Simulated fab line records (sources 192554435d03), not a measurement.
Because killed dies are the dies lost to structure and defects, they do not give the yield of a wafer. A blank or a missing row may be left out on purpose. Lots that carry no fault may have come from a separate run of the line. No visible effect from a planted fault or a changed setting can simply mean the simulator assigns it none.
fab line records	flow n5Finfet
[record] lots = 7	wafers = 18	lastDay = 18
route steps=1938 shown BEOL_M4@1028 PASSIVATION@1936
lots with no fault: from the same line, run without faults
startH: the number of hours between the record's first day and the start of the first shown wafer of the lot	waitH: hours from the lot's prior step to this one	" as in the row above	L1.1+2: several wafers, shown together as one row	- no value, or no start was given	* or withheld: withheld	< > ~ a bound
route shown NAME@n: names a module that has steps shown in the file, with the first one's number in the route	usual: mean and standard deviation over wafers with no fault	same: alike in all rows	chamber/n: place in a boat	sites: the reading at each site	_std_site: their standard deviation	_edge_site: mean of outer sites minus mean of inner sites	radiusMm: for every site, how far away it sits from the centre of the wafer	mask NAME#n: copy n	behind: the tool/chamber that last shaped the wafer	hold: why the lot went on hold/how many hours it stayed there/how the hold came to an end	device: transistor that didn't switch, given as n, p or np	end of line: tests of these same wafers at the route's end	step lacking rows: just its recipe	killed: count of dies lost to structure and defects at first sort (not the wafer's yield)	map: a wafer's dies, marking killed ones x, the rest . and places with no die _
set.NAME: the setting as run; set.NAME@STEP: as run at that earlier step	model.NAME: the simulator's own value behind a step, which no gauge read
a table for each step, a row for each wafer; lots at some steps of the route
services: when a tool's chamber went out of use (startH, in hours from the record's first day, below 0 if earlier), for how many hours, and the reason
[[steps]]
[step N5_BEOL_M4_COAT_05]
[recipe] resist = CAR-EUV	spinRpm = 1500	resistThkNm = 30
[step N5_BEOL_M4_EBR_07]
[recipe] solvent = PGMEA	ebrWidthMm = 1.5
[step N5_BEOL_M4_SOFTBAKE_06]
[recipe] tempC = 110	timeS = 60	resist = CAR-EUV
[step N5_BEOL_M4_EXPOSE_08]
[recipe] maskId = M4	na = 0.33	sourceShape = dipole	sigmaInner = 0.369	sigmaOuter = 0.767	polarization = unpolarized	doseMj = 41.25
[step N5_BEOL_M4_PEB_09]
[recipe] pebTempC = 100	pebTimeS = 60	resist = CAR-EUV
[step N5_BEOL_M4_DEVELOP_10]
[recipe] developTimeS = 30	developer = TMAH	resist = CAR-EUV	rinseLiquid = surfactantRinse	dry = airSpin	devTempC = 23
[step N5_BEOL_M4_CD_MEAS_11]
[recipe] targetCdNm = 16.79	landingEnergyEv = 500	detector = seInlens	polarity = opening
[usual] cdNm = 16.76/0.24
lot.wafer	tool	chamber	startH	waitH	cdNm
L610.3	cdSem-02	0	198.97	-	16.56
L610.5	"	0	"	"	16.92
L610.6	"	0	"	"	16.97
L611.2	cdSem-02	0	201.26	-	16.54
L611.3	"	0	"	"	16.56
L611.6	"	0	"	"	16.47
L616.1	cdSem-01	0	242.62	-	16.71
L616.2	"	0	"	"	16.87
L616.3	"	0	"	"	16.62
L617.1	cdSem-01	0	246.50	-	16.58
L617.2	"	0	"	"	16.36
L617.4	"	0	"	"	16.46
L623.2	cdSem-01	0	258.19	-	16.76
L623.4	"	0	"	"	17.24
L621.1	cdSem-02	0	262.03	-	17.13
L621.3	"	0	"	"	16.79
L628.2	cdSem-02	0	301.91	-	16.98
L628.4	"	0	"	"	17.00
[step N5_BEOL_M4_OVL_MEAS_12]
[recipe] pointsPerWafer = 522
[usual] M4_OVL = -0.5/0.63
lot.wafer	tool	chamber	startH	waitH	M4_OVL[nm]
L610.3	overlay-02	0	199.01	0.0	-0.2
L610.5	"	0	"	"	-1.4
L610.6	"	0	"	"	-0.3
L611.2	overlay-02	0	201.30	0.0	0.3
L611.3	"	0	"	"	-0.4
L611.6	"	0	"	"	-0.7
L616.1	overlay-01	0	242.65	0.0	-2.0
L616.2	"	0	"	"	0.3
L616.3	"	0	"	"	-0.8
L617.1	overlay-01	0	246.53	0.0	-0.9
L617.2	"	0	"	"	0.6
L617.4	"	0	"	"	-0.9
L623.2	overlay-02	0	258.23	0.0	-0.9
L623.4	"	0	"	"	-1.3
L621.1	overlay-01	0	262.06	0.0	-1.4
L621.3	"	0	"	"	0.0
L628.2	overlay-02	0	301.94	0.0	-0.8
L628.4	"	0	"	"	-1.5
[step N5_BEOL_M4_INSPECT_13]
[recipe] mode = adi	inspectInstrument = brightfield
[usual] rawDefectCount = 415/120
lot.wafer	tool	chamber	startH	waitH	rawDefectCount
L610.3	defectInspect-02	-	199.06	0.0	432
L610.5	"	-	"	"	358
L610.6	"	-	"	"	294
L611.2	defectInspect-02	-	201.35	0.0	286
L611.3	"	-	"	"	329
L611.6	"	-	"	"	387
L616.1	defectInspect-01	-	242.71	0.1	587
L616.2	"	-	"	"	616
L616.3	"	-	"	"	541
L617.1	defectInspect-01	-	246.59	0.1	389
L617.2	"	-	"	"	453
L617.4	"	-	"	"	484
L623.2	defectInspect-02	-	258.28	0.0	330
L623.4	"	-	"	"	334
L621.1	defectInspect-01	-	262.12	0.1	391
L621.3	"	-	"	"	418
L628.2	defectInspect-01	-	301.99	0.0	560
L628.4	"	-	"	"	585
[step N5_BEOL_M4_DESCUM_16]
[recipe] chemistry = O2	timeS = 7	sourcePowerW = 50	biasPowerW = 20	pressureMtorr = 20	rfFrequencyHz = 2.712e+07	tempC = 40	resist = CAR-EUV	o2FlowSccm = 225
[usual] drypumpMotorCurrentA = 5.7/0.48	oesProductAu = 0.79/0.082	rfVppV = 243.7/1.3	showerheadPlenumPTorr = 2.13/0.057	throttleValvePct = 20.38/0.2
lot.wafer	tool	chamber	startH	waitH	drypumpMotorCurrentA	oesProductAu	rfHoursCounterH	rfVppV	showerheadPlenumPTorr	throttleValvePct
L610.3	rieDiel-05	0	199.09	0.0	5.6	0.76	170	243.9	2.19	20.46
L610.5	"	3	"	"	6.1	0.70	-	243.8	2.18	20.58
L610.6	"	0	"	"	5.6	0.76	-	243.6	2.19	20.48
L611.2	rieDiel-05	0	201.39	0.0	5.6	0.76	171	243.1	2.19	20.48
L611.3	"	3	"	"	6.1	0.70	206	243.5	2.18	20.58
L611.6	"	1	"	"	6.0	0.69	-	244.5	2.17	20.61
L616.1	rieDiel-04	3	243.15	0.4	4.9	0.81	114	242.3	2.00	20.42
L616.2	"	0	"	"	6.7	0.84	79	244.0	2.21	20.16
L616.3	"	2	"	"	5.0	0.89	42	244.0	2.13	20.44
L617.1	rieDiel-05	3	246.62	0.0	6.1	0.69	223	244.5	2.17	20.61
L617.2	"	2	"	"	5.9	0.71	235	242.6	2.17	20.34
L617.4	"	0	"	"	5.6	0.74	189	246.0	2.18	20.49
L623.2	rieDiel-04	3	258.43	0.1	4.9	0.80	120	241.2	2.00	20.42
L623.4	"	0	"	"	6.7	0.83	85	245.2	2.21	20.17
L621.1	rieDiel-04	2	262.25	0.1	4.9	0.87	50	244.5	2.12	20.46
L621.3	"	3	"	"	4.9	0.80	121	243.6	2.00	20.42
L628.2	rieDiel-04	2	302.03	0.0	5.0	0.85	62	244.0	2.12	20.48
L628.4	"	1	"	"	5.6	0.74	-	243.4	2.09	20.26
[step N5_BEOL_M4_ETCH_74]
[recipe] chemistry = N2/H2	target = underlayer	targetDepthA = 65	maskMaterial = CAR-EUV	timeS = 5.2	ionEnergyEv = 200	pressureMtorr = 30	sourceW = 840	biasW = 150	n2FlowSccm = 200	h2FlowSccm = 200	ends = cleared
[usual] drypumpMotorCurrentA = 5.7/0.49	etchRfOnTimeS = 5.23/0.12	oesProductAu = 0.67/0.071	rfVppV = 525.3/2.1	showerheadPlenumPTorr = 2.59/0.062	throttleValvePct = 17.80/0.24
lot.wafer	tool	chamber	startH	waitH	drypumpMotorCurrentA	etchRfOnTimeS	oesProductAu	rfHoursCounterH	rfVppV	showerheadPlenumPTorr	throttleValvePct
L610.3	rieDiel-05	0	199.13	0.0	5.6	5.17	0.64	170	527.9	2.65	17.90
L610.5	"	3	"	"	6.1	5.26	0.59	-	525.4	2.64	18.02
L610.6	"	0	"	"	5.6	5.28	0.64	-	528.0	2.65	17.86
L611.2	rieDiel-05	0	201.42	0.0	5.5	5.28	0.65	171	528.8	2.65	17.88
L611.3	"	3	"	"	6.1	5.32	0.59	206	526.8	2.64	18.04
L611.6	"	1	"	"	6.0	5.45	0.56	-	523.7	2.63	17.95
L616.1	rieDiel-04	3	243.18	0.0	4.9	5.08	0.69	114	520.6	2.45	17.98
L616.2	"	0	"	"	6.7	5.11	0.70	79	530.1	2.66	17.39
L616.3	"	2	"	"	5.0	5.37	0.73	42	525.6	2.59	17.96
L617.1	rieDiel-05	3	246.66	0.0	6.1	5.36	0.58	223	524.8	2.63	18.04
L617.2	"	2	"	"	5.9	5.34	0.59	235	525.9	2.60	17.54
L617.4	"	0	"	"	5.6	5.27	0.63	189	525.9	2.64	17.90
L623.2	rieDiel-04	3	258.46	0.0	4.9	5.04	0.69	120	518.5	2.44	17.99
L623.4	"	0	"	"	6.7	5.10	0.69	85	528.0	2.66	17.42
L621.1	rieDiel-04	2	262.29	0.0	5.0	5.36	0.73	50	525.6	2.59	17.96
L621.3	"	3	"	"	4.9	5.15	0.68	121	521.3	2.44	17.98
L628.2	rieDiel-04	2	302.06	0.0	5.0	5.31	0.72	62	526.2	2.58	18.01
L628.4	"	1	"	"	5.7	5.17	0.63	-	522.9	2.52	17.65
[step N5_BEOL_M4_ETCH_63]
[recipe] chemistry = CF4	target = SiARC	targetDepthA = 156	maskMaterial = CAR-EUV	timeS = 26	ionEnergyEv = 80	pressureMtorr = 40	sourceW = 545	biasW = 36	Ar_flow_sccm = 100	cf4FlowSccm = 100	ends = cleared
[usual] drypumpMotorCurrentA = 5.7/0.49	etchRfOnTimeS = 26.2/0.58	oesProductAu = 0.67/0.07	rfVppV = 184.7/0.97	showerheadPlenumPTorr = 2.18/0.045	throttleValvePct = 15.56/0.19
lot.wafer	tool	chamber	startH	waitH	drypumpMotorCurrentA	etchRfOnTimeS	oesProductAu	rfHoursCounterH	rfVppV	showerheadPlenumPTorr	throttleValvePct
L610.3	rieDiel-05	0	199.15	0.0	5.6	26.3	0.64	170	185.0	2.21	15.64
L610.5	"	3	"	"	6.1	26.4	0.60	-	184.5	2.21	15.65
L610.6	"	0	"	"	5.5	26.4	0.64	-	184.9	2.21	15.64
L611.2	rieDiel-05	0	201.44	0.0	5.6	26.3	0.64	171	183.5	2.21	15.63
L611.3	"	3	"	"	6.1	26.5	0.59	206	185.6	2.21	15.66
L611.6	"	1	"	"	6.1	27.2	0.58	-	185.6	2.21	15.78
L616.1	rieDiel-04	3	243.20	0.0	4.9	26.0	0.68	114	184.1	2.07	15.71
L616.2	"	0	"	"	6.7	25.6	0.71	79	185.6	2.25	15.32
L616.3	"	2	"	"	5.0	26.9	0.74	42	184.5	2.18	15.60
L617.1	rieDiel-05	3	246.67	0.0	6.1	26.5	0.58	223	184.7	2.20	15.68
L617.2	"	2	"	"	5.9	26.9	0.60	235	184.8	2.20	15.46
L617.4	"	0	"	"	5.5	26.2	0.63	189	184.0	2.21	15.66
L623.2	rieDiel-04	3	258.48	0.0	4.9	25.6	0.68	120	184.2	2.07	15.72
L623.4	"	0	"	"	6.7	25.7	0.70	85	184.9	2.25	15.34
L621.1	rieDiel-04	2	262.30	0.0	4.9	26.9	0.73	50	184.4	2.18	15.62
L621.3	"	3	"	"	4.8	25.7	0.69	121	182.7	2.07	15.73
L628.2	rieDiel-04	2	302.08	0.0	5.0	27.1	0.72	62	183.9	2.17	15.65
L628.4	"	1	"	"	5.7	26.1	0.63	-	184.9	2.14	15.52
[step N5_BEOL_M4_ETCH_64]
[recipe] chemistry = N2/H2	target = SOC	targetDepthA = 750	overetchA = 225	maskMaterial = SiARC	tempC = 40	timeS = 121.9	ionEnergyEv = 200	pressureMtorr = 30	sourceW = 840	biasW = 150	n2FlowSccm = 200	h2FlowSccm = 200
[usual] drypumpMotorCurrentA = 5.7/0.49	oesProductAu = 0.60/0.059	rfVppV = 525.2/1.9	showerheadPlenumPTorr = 2.59/0.062	throttleValvePct = 17.76/0.24
lot.wafer	tool	chamber	startH	waitH	drypumpMotorCurrentA	oesProductAu	rfHoursCounterH	rfVppV	showerheadPlenumPTorr	throttleValvePct	model.SiARC_of_BEOL_M4_COAT_62.thkNm	model.BEOL_M4.cdOffsetNm
L610.3	rieDiel-05	0	199.17	0.0	5.6	0.58	170	525.6	2.65	17.84	6.4	0
L610.5	"	3	"	"	6.1	0.53	-	525.2	2.64	17.98	6.6	-0.6
L610.6	"	0	"	"	5.6	0.58	-	525.4	2.65	17.82	6.4	-0.2
L611.2	rieDiel-05	0	201.47	0.0	5.6	0.57	171	528.4	2.65	17.83	6.4	0
L611.3	"	3	"	"	6.1	0.53	206	525.3	2.64	17.97	6.6	-0.2
L611.6	"	1	"	"	6.1	0.52	-	525.6	2.63	17.91	6.6	-0.4
L616.1	rieDiel-04	3	243.23	0.0	4.9	0.61	114	520.8	2.45	17.91	6.2	0.4
L616.2	"	0	"	"	6.7	0.63	79	525.8	2.66	17.37	6.2	0.2
L616.3	"	2	"	"	5.0	0.67	42	525.5	2.59	17.92	6.6	0.4
L617.1	rieDiel-05	3	246.70	0.0	6.1	0.53	223	525.6	2.63	18.01	6.6	-0.2
L617.2	"	2	"	"	5.9	0.54	235	525.7	2.60	17.50	6.4	0.2
L617.4	"	0	"	"	5.6	0.56	189	525.7	2.64	17.87	6.4	0
L623.2	rieDiel-04	3	258.51	0.0	4.9	0.56	120	521.3	2.44	17.93	5	1
L623.4	"	0	"	"	6.7	0.62	85	528.1	2.66	17.36	6.2	0.4
L621.1	rieDiel-04	2	262.33	0.0	5.0	0.66	50	526.3	2.59	17.94	6.6	0
L621.3	"	3	"	"	4.9	0.55	121	522.1	2.44	17.92	5	0.4
L628.2	rieDiel-04	2	302.11	0.0	5.0	0.59	62	525.4	2.58	17.95	5.4	0.8
L628.4	"	1	"	"	5.7	0.56	-	524.0	2.52	17.60	6.4	0.2
[step N5_BEOL_M4_STRIP_65]
[recipe] chemistry = N2/H2	tempC = 40	n2FlowSccm = 200	h2FlowSccm = 200	rfFrequencyHz = 6e+07
[step N5_BEOL_M4_STRIP_75]
[recipe] chemistry = N2/H2	tempC = 40	n2FlowSccm = 200	h2FlowSccm = 200	rfFrequencyHz = 6e+07
[step N5_BEOL_M4_STRIP_66]
[recipe] chemistry = CF4	resist = SiARC	powerW = 300	biasPowerW = 75	pressureMtorr = 50	cf4FlowSccm = 150	rfFrequencyHz = 6e+07
[usual] drypumpMotorCurrentA = 5.7/0.49	oesProductAu = 0.78/0.077	rfVppV = 271.8/1.3	showerheadPlenumPTorr = 1.83/0.039	throttleValvePct = 13.55/0.19
lot.wafer	tool	chamber	startH	waitH	drypumpMotorCurrentA	oesProductAu	rfHoursCounterH	rfVppV	showerheadPlenumPTorr	throttleValvePct
L610.3	rieDiel-05	0	199.31	0.0	5.6	0.76	170	274.1	1.86	13.66
L610.5	"	3	"	"	6.1	0.69	-	273.0	1.85	13.67
L610.6	"	0	"	"	5.6	0.75	-	271.7	1.86	13.65
L611.2	rieDiel-05	0	201.60	0.0	5.5	0.75	171	273.4	1.86	13.68
L611.3	"	3	"	"	6.1	0.69	206	272.2	1.85	13.67
L611.6	"	1	"	"	6.0	0.68	-	273.1	1.85	13.79
L616.1	rieDiel-04	3	243.36	0.0	4.9	0.80	114	269.2	1.74	13.68
L616.2	"	0	"	"	6.7	0.81	79	272.8	1.89	13.32
L616.3	"	2	"	"	4.9	0.87	42	270.9	1.83	13.55
L617.1	rieDiel-05	3	246.83	0.0	6.1	0.69	223	273.1	1.84	13.72
L617.2	"	2	"	"	5.9	0.70	235	272.1	1.83	13.43
L617.4	"	0	"	"	5.6	0.73	189	273.5	1.86	13.67
L623.2	rieDiel-04	3	258.64	0.0	4.8	0.79	120	271.2	1.74	13.66
L623.4	"	0	"	"	6.7	0.81	85	272.2	1.89	13.35
L621.1	rieDiel-04	2	262.46	0.0	4.9	0.86	50	272.0	1.83	13.58
L621.3	"	3	"	"	4.9	0.79	121	267.8	1.74	13.68
L628.2	rieDiel-04	2	302.24	0.0	5.0	0.85	62	271.7	1.82	13.61
L628.4	"	1	"	"	5.7	0.73	-	268.4	1.79	13.53
[step N5_BEOL_M4_HM_OPEN_17]
[recipe] chemistry = Cl2/BCl3	targetDepthA = 200	overetchA = 60	target = TiN	maskMaterial = SOC	ionEnergyEv = 150	pressureMtorr = 10	icpW = 1000	biasW = 126	Cl2_flow_sccm = 53.25	bcl3FlowSccm = 21.75	Ar_flow_sccm = 25
[usual] drypumpMotorCurrentA = 5.92/0.2	oesProductAu = 0.68/0.077	throttleValvePct = 22.03/0.13
lot.wafer	tool	chamber	startH	waitH	drypumpMotorCurrentA	oesProductAu	rfHoursCounterH	throttleValvePct	model.etch.depthNm
L610.3	rieMetal-02	1	199.38	0.1	6.15	0.63	-	21.97	19.8
L610.5	"	1	"	"	6.14	0.64	-	21.97	19.82
L610.6	"	0	"	"	5.67	0.69	-	22.21	19.7
L611.2	rieMetal-03	1	201.64	0.0	5.75	0.72	19	21.85	19.77
L611.3	"	0	"	"	6.01	0.83	-	22.04	19.62
L611.6	"	1	"	"	5.74	0.72	-	21.85	19.64
L616.1	rieMetal-03	0	243.40	0.0	6.02	0.79	4	22.06	19.74
L616.2	"	1	"	"	5.75	0.71	23	21.85	19.5
L616.3	"	0	"	"	6.04	0.79	-	22.04	19.78
L617.1	rieMetal-02	0	246.87	0.0	5.68	0.67	35	22.23	19.56
L617.2	"	1	"	"	6.16	0.63	59	21.98	19.75
L617.4	"	1	"	"	6.21	0.63	-	21.97	19.79
L623.2	rieMetal-03	1	258.68	0.0	5.74	0.66	25	21.92	17.37
L623.4	"	0	"	"	6.01	0.78	-	22.05	19.91
L621.1	rieMetal-03	1	262.51	0.0	5.77	0.71	26	21.86	19.85
L621.3	"	1	"	"	5.77	0.66	-	21.92	17.61
L628.2	rieMetal-03	1	302.28	0.0	5.73	0.65	30	21.92	17.74
L628.4	"	0	"	"	6.03	0.76	-	22.06	19.77
[step N5_BEOL_M4_STRIP_19]
[recipe] chemistry = O2	powerW = 400	tempC = 40	pressureMtorr = 30	rfFrequencyHz = 6e+07	biasPowerW = 0	overashFraction = 0.2	o2FlowSccm = 225
[usual] drypumpMotorCurrentA = 5.8/0.43	oesProductAu = 0.79/0.089	rfVppV = 3.6/0.46	showerheadPlenumPTorr = 2.14/0.051	throttleValvePct = 16.60/0.23
[same] overashFraction = 0.2
lot.wafer	tool	chamber	startH	waitH	drypumpMotorCurrentA	oesProductAu	rfHoursCounterH	rfVppV	showerheadPlenumPTorr	throttleValvePct
L610.3	rieDiel-01	3	199.46	0.1	5.7	0.87	46	3.5	2.12	16.77
L610.5	"	0	"	"	5.5	0.67	-	2.8	2.13	16.71
L610.6	"	1	"	"	6.0	0.76	-	3.0	2.20	16.57
L611.2	rieDiel-05	1	201.75	0.1	6.0	0.69	207	3.0	2.18	16.88
L611.3	"	2	"	"	5.9	0.73	219	3.7	2.18	16.57
L611.6	"	1	"	"	6.0	0.69	-	3.8	2.18	16.85
L616.1	rieDiel-04	3	243.51	0.1	4.9	0.82	114	4.1	2.01	16.66
L616.2	"	0	"	"	6.7	0.84	79	3.5	2.21	16.41
L616.3	"	1	"	"	5.7	0.76	144	3.7	2.10	16.53
L617.1	rieDiel-01	3	246.99	0.1	5.8	0.85	61	2.9	2.12	16.80
L617.2	"	2	"	"	5.8	0.95	13	3.6	2.13	16.11
L617.4	"	1	"	"	6.0	0.75	164	3.5	2.19	16.61
L623.2	rieDiel-04	1	258.79	0.1	5.6	0.75	150	4.1	2.09	16.53
L623.4	"	3	"	"	4.9	0.81	120	4.0	2.00	16.68
L621.1	rieDiel-01	3	262.63	0.1	5.8	0.84	67	3.9	2.12	16.81
L621.3	"	2	"	"	5.9	0.95	19	3.3	2.13	16.10
L628.2	rieDiel-01	3	302.39	0.1	5.7	0.82	82	3.1	2.11	16.85
L628.4	"	1	"	"	6.1	0.74	182	4.6	2.18	16.64
[step N5_BEOL_M4_RC_MEAS_101]
[usual] DIBL_N = 36.1/1.7	DIBL_P = 35.9/2.1	IOFF_N = 0.154/0.029	IOFF_P = 0.21/0.035	ION_N = 673/10	ION_P = 463/7.5	SS_N = 71.6/0.59	SS_P = 73.2/0.69	VT_N = 250.5/2.9	VT_P = -250/3.2
lot.wafer	tool	chamber	startH	waitH	DIBL_N[mV/V]	DIBL_P[mV/V]	IOFF_N[nA/um]	IOFF_P[nA/um]	ION_N[uA/um]	ION_P[uA/um]	SS_N[mV/dec]	SS_P[mV/dec]	VT_N[mV]	VT_P[mV]
L610.3	prober-02	0	207.28	0.3	38.4	38.5	0.165	0.20	675	450	72.8	74.3	252.4	-256
L610.5	"	0	"	"	37.4	37.7	0.153	0.18	674	456	72.6	73.3	249.3	-256
L610.6	"	0	"	"	36.9	36.4	0.141	0.17	663	446	72.5	72.9	251.9	-259
L611.2	prober-02	0	212.24	0.2	35.9	37.1	0.151	0.24	675	469	72.3	73.5	247.5	-247
L611.3	"	0	"	"	35.6	36.0	0.149	0.22	676	471	71.3	72.8	249.1	-248
L611.6	"	0	"	"	36.7	37.5	0.155	0.25	672	468	71.8	73.2	250.2	-248
L616.1	prober-02	0	252.32	0.0	32.2	32.1	0.111	0.18	662	463	70.8	72.2	254.5	-250
L616.2	"	0	"	"	32.6	32.9	0.118	0.19	665	465	70.9	72.4	253.3	-250
L616.3	"	0	"	"	30.1	28.6	0.084	0.14	651	453	70.6	71.7	258.1	-254
L617.1	prober-02	0	255.66	0.0	33.7	32.9	0.127	0.18	664	456	70.6	73.2	253.8	-251
L617.2	"	0	"	"	36.0	36.2	0.157	0.22	662	461	72.3	73.5	250.7	-250
L617.4	"	0	"	"	34.0	33.5	0.133	0.19	668	461	70.8	72.9	253.0	-253
L623.2	prober-01	0	275.38	0.2	37.9	37.2	0.192	0.23	680	463	71.9	73.1	249.0	-252
L623.4	"	0	"	"	36.2	35.9	0.151	0.20	672	464	72.2	72.6	250.9	-253
L621.1	prober-01	0	279.59	0.0	35.5	36.0	0.133	0.21	670	466	71.0	73.6	254.2	-249
L621.3	"	0	"	"	33.7	34.6	0.109	0.18	660	467	71.0	72.5	255.1	-250
L628.2	prober-01	0	321.80	0.2	35.9	37.4	0.157	0.20	667	462	72.5	73.4	250.8	-251
L628.4	"	0	"	"	38.6	40.3	0.206	0.25	682	468	72.4	73.9	246.7	-248
[step N5_PASSIVATION_PROBE_49]
[usual] defectLimitedYield = 91.3/1.4	killed_at_M0_to_M3 = 34/9.2	killed_at_M4_up = 13/5.3	killedAtContacts = 12/6	killedAtFrontEnd = 39/12	killedAtOther = 4/3.3	killedDies = 102/17	killedOpen = 67/12	killedShort = 34/7.4	sort_bin_5_function = 5.1/1	sort_bin_6_memory = 3.2/0.6	sort_bin_8_speed = 0.00/0.007	sortNPass = 1078/17	sortYieldPct = 91.3/1.4
[same] grossDies = 1180	killedAtBackSide = 0	sort_bin_4_leakage[%] = 0
lot.wafer	tool	chamber	startH	waitH	defectLimitedYield[%]	killed_at_M0_to_M3	killed_at_M4_up	killedAtContacts	killedAtFrontEnd	killedAtOther	killedDies	killedOpen	killedShort	sort_bin_5_function[%]	sort_bin_6_memory[%]	sort_bin_8_speed[%]	sortNPass	sortYieldPct[%]
L611.2	prober-01	-	314.40	0.1	90.3	32	11	14	57	0	114	77	36	5.9	3.4	0	1066	90.3
L611.3	prober-01	-	314.45	0.1	91.5	30	14	12	41	3	100	69	31	5.0	3.1	0	1080	91.5
L611.6	prober-01	-	314.60	0.3	90.7	38	7	19	44	2	110	78	31	6.4	2.7	0	1070	90.7
L617.1	prober-01	-	362.15	0.0	88.9	24	27	18	55	7	131	80	40	6.2	4.2	0	1049	88.9
L617.2	prober-01	-	362.20	0.1	92.7	31	13	7	33	2	86	54	28	4.3	2.9	0	1094	92.7
L617.4	prober-01	-	362.30	0.2	92.4	31	12	10	33	4	90	62	26	4.1	3.5	0	1090	92.4
L623.2	prober-01	-	379.74	0.1	90.5	49	14	9	38	2	112	66	44	5.6	3.6	0	1068	90.5
L623.4	prober-01	-	379.84	0.2	92.7	35	8	16	26	1	86	56	30	5.3	1.9	0	1094	92.7
L621.1	prober-02	-	380.76	0.0	91.4	34	9	7	48	4	102	61	38	5.2	3.0	0	1078	91.4
L621.3	prober-02	-	380.86	0.1	92.4	38	19	5	28	0	90	57	33	3.6	3.5	0	1090	92.4
L628.2	prober-01	-	443.21	0.1	91.7	18	7	23	45	5	98	71	27	5.1	2.9	0	1082	91.7
L628.4	prober-01	-	443.31	0.2	92.3	39	6	13	29	4	91	56	31	4.4	3.1	0	1089	92.3
// killed by level:class
L611.2 FIN_SAQP:geometricParticle:short=15 FIN_SAQP:geometricParticle:open=14 MOL_CONTACT_COAG:geometricParticle:open=12 STI_FIN_REVEAL:geometricParticle:open=10 BEOL_M0:geometricParticle:open=9 DUMMY_GATE:geometricParticle:open=5 GATE_CUT:geometricParticle:short=5 BEOL_M0_SAQP:geometricParticle:open=4
L611.3 FIN_SAQP:geometricParticle:short=12 MOL_CONTACT_COAG:geometricParticle:open=11 BEOL_M0_SAQP:geometricParticle:open=9 FIN_SAQP:geometricParticle:open=6 DUMMY_GATE:geometricParticle:open=6 STI_FIN_REVEAL:geometricParticle:open=5 BEOL_M2:geometricParticle:open=5 BEOL_M4:geometricParticle:open=5
L611.6 MOL_CONTACT_COAG:geometricParticle:open=14 BEOL_M2:geometricParticle:open=14 FIN_SAQP:geometricParticle:open=9 FIN_SAQP:geometricParticle:short=9 STI_FIN_REVEAL:geometricParticle:open=6 BEOL_M0_SAQP:geometricParticle:open=6 BEOL_M0:geometricParticle:open=6 MOL_CONTACT_COAG:geometricParticle:short=5
L617.1 BEOL_M4:geometricParticle:open=15 MOL_CONTACT_COAG:geometricParticle:open=14 DUMMY_GATE:geometricParticle:open=12 BEOL_M2:geometricParticle:open=6 HKMG_FIN:areaEtch=6 FIN_SAQP:geometricParticle:open=5 BEOL_M4:geometricParticle:short=5 STARTING-WAFER:geometricParticle:short=5
L617.2 BEOL_M1:geometricParticle:open=10 BEOL_M4:geometricParticle:open=8 MOL_CONTACT_COAG:geometricParticle:open=6 GATE_CUT:geometricParticle:short=5 BEOL_M2:geometricParticle:open=5 BEOL_M0:geometricParticle:open=4 STI_FIN_REVEAL:geometricParticle:open=4 DUMMY_GATE:geometricParticle:open=4
L617.4 MOL_CONTACT_COAG:geometricParticle:open=9 FIN_SAQP:geometricParticle:open=7 BEOL_M0_SAQP:geometricParticle:open=7 BEOL_M0_SAQP:geometricParticle:short=7 BEOL_M4:geometricParticle:open=6 STI_FIN_REVEAL:geometricParticle:open=5 DUMMY_GATE:geometricParticle:open=5 BEOL_M1:geometricParticle:open=4
L623.2 BEOL_M0_SAQP:geometricParticle:short=14 BEOL_M0_SAQP:geometricParticle:open=13 BEOL_M2:geometricParticle:open=9 FIN_SAQP:geometricParticle:short=7 STI_FIN_REVEAL:geometricParticle:open=6 BEOL_M3:geometricParticle:open=6 GATE_CUT:geometricParticle:short=5 MOL_CONTACT_COAG:geometricParticle:open=5
L623.4 MOL_CONTACT_COAG:geometricParticle:open=12 STI_FIN_REVEAL:geometricParticle:open=11 BEOL_M0_SAQP:geometricParticle:short=10 BEOL_M3:geometricParticle:open=10 FIN_SAQP:geometricParticle:short=5 MOL_CONTACT_COAG:geometricParticle:short=4 BEOL_M0_SAQP:geometricParticle:open=4 STARTING-WAFER:geometricParticle:short=3
L621.1 FIN_SAQP:geometricParticle:open=14 FIN_SAQP:geometricParticle:short=11 DUMMY_GATE:geometricParticle:open=8 BEOL_M3:geometricParticle:open=8 MOL_CONTACT_COAG:geometricParticle:open=6 BEOL_M0_SAQP:geometricParticle:open=5 BEOL_M0_SAQP:geometricParticle:short=4 BEOL_M1:geometricParticle:short=4
L621.3 BEOL_M2:geometricParticle:open=16 GATE_CUT:geometricParticle:short=7 BEOL_M4:geometricParticle:open=7 BEOL_M4:geometricParticle:short=7 FIN_SAQP:geometricParticle:open=5 BEOL_M0_SAQP:geometricParticle:open=5 ILD0:geometricParticle:short=4 BEOL_M1:geometricParticle:open=4
L628.2 MOL_CONTACT_COAG:geometricParticle:open=20 FIN_SAQP:geometricParticle:open=11 FIN_SAQP:geometricParticle:short=9 STI_FIN_REVEAL:geometricParticle:open=7 BEOL_M3:geometricParticle:open=6 BEOL_M1:geometricParticle:open=5 STARTING-WAFER:geometricParticle:short=5 STARTING-WAFER:geometricParticle:open=4
L628.4 BEOL_M3:geometricParticle:open=12 MOL_CONTACT_COAG:geometricParticle:open=11 FIN_SAQP:geometricParticle:open=10 BEOL_M0_SAQP:geometricParticle:short=9 FIN_SAQP:geometricParticle:short=6 BEOL_M0_SAQP:geometricParticle:open=5 STI_FIN_REVEAL:geometricParticle:open=4 DUMMY_GATE:geometricParticle:open=3
[[services]]
tool	chamber	startH	hours	kind
rieMetal-03	0	177.03	-	clean
rieMetal-03	0	177.03	19.0	scheduledDown
rieMetal-03	0	177.03	19.0	ventCycle
rieDiel-05	2	195.63	4.7	repair
rieDiel-01	2	202.29	-	clean
rieDiel-01	2	202.29	-	consumableReplace:focusRing
rieDiel-01	2	202.29	15.4	scheduledDown
rieDiel-01	2	202.29	15.4	ventCycle
rieDiel-01	0	230.54	-	clean
rieDiel-01	0	230.54	-	consumableReplace:focusRing
rieDiel-01	0	230.54	12.5	scheduledDown
rieDiel-01	0	230.54	12.5	ventCycle
rieDiel-04	1	265.53	7.1	repair
rieMetal-02	-	273.07	1.4	pm
rieMetal-02	-	275.43	20.2	repair
rieDiel-05	-	290.29	1.3	repair
rieDiel-05	2	291.99	-	clean
rieDiel-05	2	291.99	-	consumableReplace:focusRing
rieDiel-05	2	291.99	23.1	scheduledDown
rieDiel-05	2	291.99	23.1	ventCycle
rieDiel-04	0	298.79	14.6	repair
[[key]]
firstSign none at tools or gauges
[modelEffect] step = N5_BEOL_M4_ETCH_64	value = SiARC_of_BEOL_M4_COAT_62.thkNm	without = 6.333	struck = 5.133
[modelEffect] step = N5_BEOL_M4_HM_OPEN_17	value = etch.depthNm	without = 19.85	struck = 17.57
metAt N5_BEOL_M4_ETCH_64
struckWafers L621.3,L623.2,L628.2
onsetBetween 243.23 258.51
[fault] kind = processParameterDrift	tool = rieDiel-04	chamber = -	onsetH = 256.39	steps = N5_BEOL_M4_ETCH_64	channel = timeS	offset = *	shape = step	endH = 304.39	scope = struckWafersOnly	actsIn = *	stated = *
